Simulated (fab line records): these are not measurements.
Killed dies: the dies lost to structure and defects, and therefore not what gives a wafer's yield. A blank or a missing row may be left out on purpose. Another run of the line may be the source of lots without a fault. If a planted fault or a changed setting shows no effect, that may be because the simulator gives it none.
Matching of chambers | flow nand-harc | NHARC_A_CONTACT_DEP_58 on pecvd-02 has 3 sister chambers
The step deposits SiON, target thk 90 nm. 3 wafers are shown with their chamber, then 9 later ones without.

== WAFERS, EACH WITH ITS CHAMBER ==
wafer  | chamber | heater-power-w (W)
L090.4 | 0       | 840
L090.3 | 1       | 793
L090.6 | 2       | 808

== WAFERS WITHOUT THEIR CHAMBER ==
wafer  | heater-power-w (W)
L092.4 | 785
L092.5 | 816
L092.6 | 730
L095.3 | 756
L095.5 | 858
L095.6 | 843
L096.2 | 820
L096.3 | 755
L096.4 | 793

== CHAMBER TAKEN BY EACH ==
wafer  | from the rows above          | in truth
L092.4 | can't be placed: 1 or 2 or 0 | 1
L092.5 | can't be placed: 2 or 1 or 0 | 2
L092.6 | can't be placed: 1 or 2 or 0 | 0
L095.3 | can't be placed: 1 or 2 or 0 | 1
L095.5 | can't be placed: 0 or 2 or 1 | 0
L095.6 | can't be placed: 0 or 2 or 1 | 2
L096.2 | can't be placed: 2 or 0 or 1 | 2
L096.3 | can't be placed: 1 or 2 or 0 | 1
L096.4 | can't be placed: 1 or 2 or 0 | 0
Correct placement for 0 of the 9. From these rows, 9 cannot be placed; in 9 the true chamber is one of the candidates. Number placed wrongly: 0.
How it was worked out, from the rows above alone: a wafer's distance from a chamber is the root of the sum, over the readings, of the square of ((its reading less the chamber's mean) divided by the reading's scatter). If the next closest chamber is less than 2 further off than the closest, the wafer can't be placed; otherwise it belongs to the closest. For every chamber, the mean is computed from those of its wafers that are shown. The scatter: with one shown wafer a chamber, the root of the mean of the squares of how far each hidden wafer lies from its nearest shown one.
